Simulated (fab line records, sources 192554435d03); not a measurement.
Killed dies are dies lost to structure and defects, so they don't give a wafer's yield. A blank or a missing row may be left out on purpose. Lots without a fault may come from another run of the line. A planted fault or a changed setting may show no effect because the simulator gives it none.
One fault seen from 3 desks | flow n5_finfet | each desk has only its own numbers; what lay behind them comes last

THE DEFECT DESK
What the inspections along the route counted, lot by lot: means of the sampled wafers that have a number. A lot is out of limits, marked OUT, if its mean lies more than 4 standard deviations from the usual mean; the brackets give that distance.
Columns: A = raw_defect_count at N5_PASSIVATION_INSPECT_61, usual 2.1
lot  | first seen here | A
L260 | day 12 11:36    | 2.3
L263 | day 13 16:10    | 2.0
L266 | day 15 02:28    | 2.0
L270 | day 15 03:16    | 1.0
L274 | day 16 12:38    | 2.0
L279 | day 17 15:54    | 3.3
This desk's finding: nothing out of limits on any of the 6 lots.

THE METROLOGY DESK
What the gauges read, lot by lot, whatever tool the lot ran on: means of the sampled wafers that have a number. A lot is out of limits, marked OUT, if its mean lies more than 4 standard deviations from the usual mean; the brackets give that distance.
Columns: A = cd_nm at N5_PASSIVATION_CD_MEAS_10, usual 2999.7 nm; B = TV_OVL at N5_PASSIVATION_OVL_MEAS_60, usual 0 nm
lot  | first seen here | A      | B
L260 | day 12 11:32    | 3001.0 | 13
L263 | day 13 16:06    | 2997.5 | -1
L266 | day 15 02:25    | 3000.0 | -4
L270 | day 15 03:13    | 2998.4 | -2
L274 | day 16 12:35    | 3001.8 | 4
L279 | day 17 15:51    | 2999.5 | 3
This desk's finding: nothing out of limits on any of the 6 lots.

THE TOOL OWNER'S DESK: rie_diel-02
The tool's own readings at N5_PASSIVATION_PASS_ETCH_74 (etches SiNx in CF4/O2, target depth 220 nm, time 110 s): means of the sampled wafers that have a number, for each lot that ran on this tool. A lot is out of limits, marked OUT, if its mean lies more than 4 standard deviations from the usual mean; the brackets give that distance.
Columns: A = drypump_motor_current_A at N5_PASSIVATION_PASS_ETCH_74, usual 5.5 A; B = oes_product_au at N5_PASSIVATION_PASS_ETCH_74, usual 0.85 a.u.; C = rf_vpp_V at N5_PASSIVATION_PASS_ETCH_74, usual 242 V; D = showerhead_plenum_p_Torr at N5_PASSIVATION_PASS_ETCH_74, usual 2.25 Torr; E = throttle_valve_pct at N5_PASSIVATION_PASS_ETCH_74, usual 15.88 %
lot  | first seen here | A   | B    | C   | D    | E
L260 | day 12 11:56    | 5.8 | 0.82 | 245 | 2.28 | 16.01
L263 | day 13 16:16    | 5.9 | 0.89 | 244 | 2.33 | 15.59
L270 | day 15 04:01    | 5.8 | 1.05 | 248 | 2.30 | 15.75
L274 | day 16 12:44    | 5.8 | 0.96 | 243 | 2.27 | 15.89
This desk's finding: nothing out of limits on any of the 4 lots.

PUT TOGETHER
The defect desk saw nothing out of limits.
The metrology desk saw nothing out of limits.
The tool owner's desk saw nothing out of limits.

WHAT THE SIMULATOR HAD PUT IN
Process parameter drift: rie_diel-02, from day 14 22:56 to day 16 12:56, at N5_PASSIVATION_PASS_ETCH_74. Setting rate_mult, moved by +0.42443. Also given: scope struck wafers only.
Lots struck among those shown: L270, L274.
